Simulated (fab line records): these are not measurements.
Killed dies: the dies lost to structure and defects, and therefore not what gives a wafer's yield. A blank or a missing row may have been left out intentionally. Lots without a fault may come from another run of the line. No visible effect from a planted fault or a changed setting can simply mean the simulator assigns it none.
Matching of chambers :: flow n5 finfet :: N5_BEOL_M3_STRIP_19 on rie diel-05 has 4 sister chambers
The step strips in O2. 27 wafers are shown with their chamber, then 12 later ones without.

## WAFERS, EACH WITH ITS CHAMBER
wafer: L074.1
chamber: 2
showerhead plenum p Torr (Torr): 2.12
drypump motor current A (A): 5.58
throttle valve pct (%): 16.44

wafer: L074.2
chamber: 3
showerhead plenum p Torr (Torr): 2.23
drypump motor current A (A): 6.12
throttle valve pct (%): 16.64

wafer: L074.3
chamber: 1
showerhead plenum p Torr (Torr): 2.08
drypump motor current A (A): 5.75
throttle valve pct (%): 16.30

wafer: L079.1
chamber: 2
showerhead plenum p Torr (Torr): 2.12
drypump motor current A (A): 5.57
throttle valve pct (%): 16.45

wafer: L079.2
chamber: 0
showerhead plenum p Torr (Torr): 2.02
drypump motor current A (A): 5.85
throttle valve pct (%): 16.93

wafer: L079.3
chamber: 1
showerhead plenum p Torr (Torr): 2.08
drypump motor current A (A): 5.72
throttle valve pct (%): 16.35

wafer: L079.4
chamber: 3
showerhead plenum p Torr (Torr): 2.23
drypump motor current A (A): 6.12
throttle valve pct (%): 16.66

wafer: L079.5
chamber: 0
showerhead plenum p Torr (Torr): 2.02
drypump motor current A (A): 5.85
throttle valve pct (%): 16.93

wafer: L079.6
chamber: 1
showerhead plenum p Torr (Torr): 2.08
drypump motor current A (A): 5.74
throttle valve pct (%): 16.31

wafer: L080.2
chamber: 0
showerhead plenum p Torr (Torr): 2.02
drypump motor current A (A): 5.86
throttle valve pct (%): 16.93

wafer: L080.3
chamber: 3
showerhead plenum p Torr (Torr): 2.23
drypump motor current A (A): 6.15
throttle valve pct (%): 16.68

wafer: L080.6
chamber: 1
showerhead plenum p Torr (Torr): 2.08
drypump motor current A (A): 5.74
throttle valve pct (%): 16.34

wafer: L082.2
chamber: 0
showerhead plenum p Torr (Torr): 2.02
drypump motor current A (A): 5.84
throttle valve pct (%): 16.94

wafer: L082.3
chamber: 3
showerhead plenum p Torr (Torr): 2.23
drypump motor current A (A): 6.08
throttle valve pct (%): 16.67

wafer: L082.6
chamber: 1
showerhead plenum p Torr (Torr): 2.08
drypump motor current A (A): 5.74
throttle valve pct (%): 16.34

wafer: L083.3
chamber: 0
showerhead plenum p Torr (Torr): 2.02
drypump motor current A (A): 5.86
throttle valve pct (%): 16.94

wafer: L083.4
chamber: 2
showerhead plenum p Torr (Torr): 2.12
drypump motor current A (A): 5.59
throttle valve pct (%): 16.47

wafer: L083.5
chamber: 3
showerhead plenum p Torr (Torr): 2.23
drypump motor current A (A): 6.12
throttle valve pct (%): 16.70

wafer: L085.1
chamber: 0
showerhead plenum p Torr (Torr): 2.01
drypump motor current A (A): 5.83
throttle valve pct (%): 16.98

wafer: L085.2
chamber: 3
showerhead plenum p Torr (Torr): 2.22
drypump motor current A (A): 6.10
throttle valve pct (%): 16.70

wafer: L085.3
chamber: 1
showerhead plenum p Torr (Torr): 2.07
drypump motor current A (A): 5.72
throttle valve pct (%): 16.34

wafer: L085.4
chamber: 1
showerhead plenum p Torr (Torr): 2.07
drypump motor current A (A): 5.71
throttle valve pct (%): 16.36

wafer: L085.5
chamber: 0
showerhead plenum p Torr (Torr): 2.01
drypump motor current A (A): 5.84
throttle valve pct (%): 16.94

wafer: L085.6
chamber: 3
showerhead plenum p Torr (Torr): 2.22
drypump motor current A (A): 6.15
throttle valve pct (%): 16.70

wafer: L089.2
chamber: 3
showerhead plenum p Torr (Torr): 2.22
drypump motor current A (A): 6.14
throttle valve pct (%): 16.71

wafer: L089.3
chamber: 1
showerhead plenum p Torr (Torr): 2.07
drypump motor current A (A): 5.73
throttle valve pct (%): 16.36

wafer: L089.6
chamber: 3
showerhead plenum p Torr (Torr): 2.22
drypump motor current A (A): 6.16
throttle valve pct (%): 16.71

SIGNATURES (averages over the wafers above)
reading: showerhead plenum p Torr
chamber 0: 2.0171
chamber 1: 2.0762
chamber 2: 2.1200
chamber 3: 2.2256
scatter within a chamber: 0.0049

reading: drypump motor current A
chamber 0: 5.8471
chamber 1: 5.7313
chamber 2: 5.5800
chamber 3: 6.1267
scatter within a chamber: 0.0182

reading: throttle valve pct
chamber 0: 16.9414
chamber 1: 16.3375
chamber 2: 16.4533
chamber 3: 16.6856
scatter within a chamber: 0.0214
Rule: distance of a wafer from a chamber = root of the sum over the readings of ((wafer's reading minus chamber's mean) / reading's scatter) squared. The wafer belongs to the nearest chamber; if the next one is less than 2 further off, it can't be placed. The scatter: take each reading less its chamber's mean, square it, sum over the shown wafers, divide by the number of wafers less the number of chambers, and take the root.

## WAFERS WITH NO CHAMBER GIVEN
wafer: L090.4
showerhead plenum p Torr (Torr): 2.07
drypump motor current A (A): 5.75
throttle valve pct (%): 16.38

wafer: L090.5
showerhead plenum p Torr (Torr): 2.01
drypump motor current A (A): 5.84
throttle valve pct (%): 16.98

wafer: L090.6
showerhead plenum p Torr (Torr): 2.22
drypump motor current A (A): 6.14
throttle valve pct (%): 16.71

wafer: L096.1
showerhead plenum p Torr (Torr): 2.01
drypump motor current A (A): 5.83
throttle valve pct (%): 16.98

wafer: L096.2
showerhead plenum p Torr (Torr): 2.07
drypump motor current A (A): 5.74
throttle valve pct (%): 16.38

wafer: L096.3
showerhead plenum p Torr (Torr): 2.22
drypump motor current A (A): 6.17
throttle valve pct (%): 16.74

wafer: L096.4
showerhead plenum p Torr (Torr): 2.22
drypump motor current A (A): 6.12
throttle valve pct (%): 16.74

wafer: L096.5
showerhead plenum p Torr (Torr): 2.07
drypump motor current A (A): 5.73
throttle valve pct (%): 16.39

wafer: L096.6
showerhead plenum p Torr (Torr): 2.01
drypump motor current A (A): 5.83
throttle valve pct (%): 17.01

wafer: L097.3
showerhead plenum p Torr (Torr): 2.22
drypump motor current A (A): 6.16
throttle valve pct (%): 16.72

wafer: L097.4
showerhead plenum p Torr (Torr): 2.11
drypump motor current A (A): 5.57
throttle valve pct (%): 16.48

wafer: L097.6
showerhead plenum p Torr (Torr): 2.11
drypump motor current A (A): 5.57
throttle valve pct (%): 16.50

## WHICH CHAMBER EACH WENT THROUGH
wafer: L090.4
from the rows above: 1
in truth: 1

wafer: L090.5
from the rows above: 0
in truth: 0

wafer: L090.6
from the rows above: 3
in truth: 3

wafer: L096.1
from the rows above: 0
in truth: 0

wafer: L096.2
from the rows above: 1
in truth: 1

wafer: L096.3
from the rows above: 3
in truth: 3

wafer: L096.4
from the rows above: 3
in truth: 3

wafer: L096.5
from the rows above: 1
in truth: 1

wafer: L096.6
from the rows above: 0
in truth: 0

wafer: L097.3
from the rows above: 3
in truth: 3

wafer: L097.4
from the rows above: 2
in truth: 2

wafer: L097.6
from the rows above: 2
in truth: 2
Correctly placed: 12 of 12. Can't be placed from these rows: 0. 0 placed wrongly.
